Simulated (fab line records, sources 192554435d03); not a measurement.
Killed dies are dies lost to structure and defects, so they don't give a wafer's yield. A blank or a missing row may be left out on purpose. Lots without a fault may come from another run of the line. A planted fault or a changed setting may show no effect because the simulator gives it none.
Which tool did it? | flow n5_finfet | 10 lots, 30 wafers sampled, at 4 steps of a route of 1938

WHAT THE GAUGES READ, wafer by wafer
N5_BEOL_M9_THK_MEAS_01.
lot  | measured     | on            | M9_ILD_THK (nm)
L715 | day 9 12:13  | film_metro-02 | 267 267 274
L716 | day 9 17:55  | film_metro-01 | 268 274 273
L720 | day 10 14:47 | film_metro-02 | 271 271 274
L721 | day 11 08:55 | film_metro-02 | 267 271 269
L722 | day 11 22:52 | film_metro-01 | 265 266 268
L725 | day 11 23:20 | film_metro-01 | 266 265 269
L730 | day 13 11:55 | film_metro-02 | 232 270 270
L734 | day 14 07:49 | film_metro-02 | 268 268 272
L736 | day 14 17:47 | film_metro-01 | 268 271 274
L735 | day 14 19:47 | film_metro-02 | 268 267 269

WHICH TOOL RAN EACH LOT (tool, then ch and the chambers of the sampled wafers, then the start)
lot  | N5_BEOL_M8_ETCH_65                 | N5_BEOL_M8_ALD_77                   | N5_BEOL_M9_ILD_DEP_00
L715 | rie_diel-06 ch 0,1,2, day 9 08:23  | ald_metal-04 ch 0,2,3, day 9 09:25  | pecvd-03 ch 1,2, day 9 11:38
L716 | rie_diel-02 ch 0,3, day 9 13:53    | ald_metal-04 ch 0,1, day 9 15:44    | pecvd-03 ch 1,2, day 9 17:20
L720 | rie_diel-02 ch 0,1,2, day 10 09:47 | ald_metal-02 ch 1,3, day 10 11:19   | pecvd-01 ch 0, day 10 14:10
L721 | rie_diel-02 ch 1,2, day 11 05:20   | ald_metal-02 ch 0,1, day 11 06:37   | pecvd-01 ch 0,2, day 11 08:19
L722 | rie_diel-02 ch 0,2,3, day 11 17:37 | ald_metal-03 ch 0,2,3, day 11 20:41 | pecvd-01 ch 0,1, day 11 22:16
L725 | rie_diel-05 ch 1,2, day 11 17:43   | ald_metal-03 ch 1,2,3, day 11 20:56 | pecvd-03 ch 1,2, day 11 22:29
L730 | rie_diel-06 ch 0,2, day 13 06:46   | ald_metal-03 ch 1,3, day 13 07:59   | pecvd-01 ch 0,2, day 13 11:20
L734 | rie_diel-05 ch 2,3, day 14 02:47   | ald_metal-04 ch 0,1,2, day 14 04:07 | pecvd-02 ch 0,2, day 14 07:13
L736 | rie_diel-06 ch 1,2,3, day 14 14:30 | ald_metal-03 ch 1,2,3, day 14 15:31 | pecvd-02 ch 0,1, day 14 17:06
L735 | rie_diel-06 ch 1,2, day 14 16:13   | ald_metal-03 ch 0,2,3, day 14 17:23 | pecvd-03 ch 0,2, day 14 19:11
- N5_BEOL_M8_ETCH_65: etches SiARC in CF4, target depth 15.6 nm, time 26 s.
- N5_BEOL_M8_ALD_77: deposits TaN, target thk 2 nm, pulse time 2 s, purge time 3 s.
- N5_BEOL_M9_ILD_DEP_00: deposits SiCOH lowk from DEMS/porogen, target thk 308.51 nm, time 58 s.

THE ANSWER, worked out from the rows above alone
Rule: what is usual is taken from the lots themselves. Put in order of their means at a reading, lots are off if they are a third of the lots or fewer, leave a main group of 4 or more, and stand apart from it by a gap of 3 or more times the standard deviation of the main group's means; of several such gaps the widest counts. A main group whose means are all the same, to the digits that the tables above print for the reading, isn't used. A lot without any number at a reading at which 4 lots or more have one is off too. The other lots that the step has rows for count as sound.
Off: L730, at N5_BEOL_M9_THK_MEAS_01 (M9_ILD_THK). The main group: mean 269 nm, standard deviation 1.9.
A tool fits if, at a process step before that reading, it ran every lot that is off, and no sound lot after the first of them. The gauges at N5_BEOL_M9_THK_MEAS_01 are tried like those tools. One fits: pecvd-01 at N5_BEOL_M9_ILD_DEP_00. Its last sound lot is L722 (day 11 22:16), its first lot that is off L730 (day 13 11:20): a fault that began between those two fits.

WHAT THE SIMULATOR HAD PUT IN
Site profile drift: pecvd-01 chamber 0, from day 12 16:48 on, at N5_BEOL_M9_ILD_DEP_00. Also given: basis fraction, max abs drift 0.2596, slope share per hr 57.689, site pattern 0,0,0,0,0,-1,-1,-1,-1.
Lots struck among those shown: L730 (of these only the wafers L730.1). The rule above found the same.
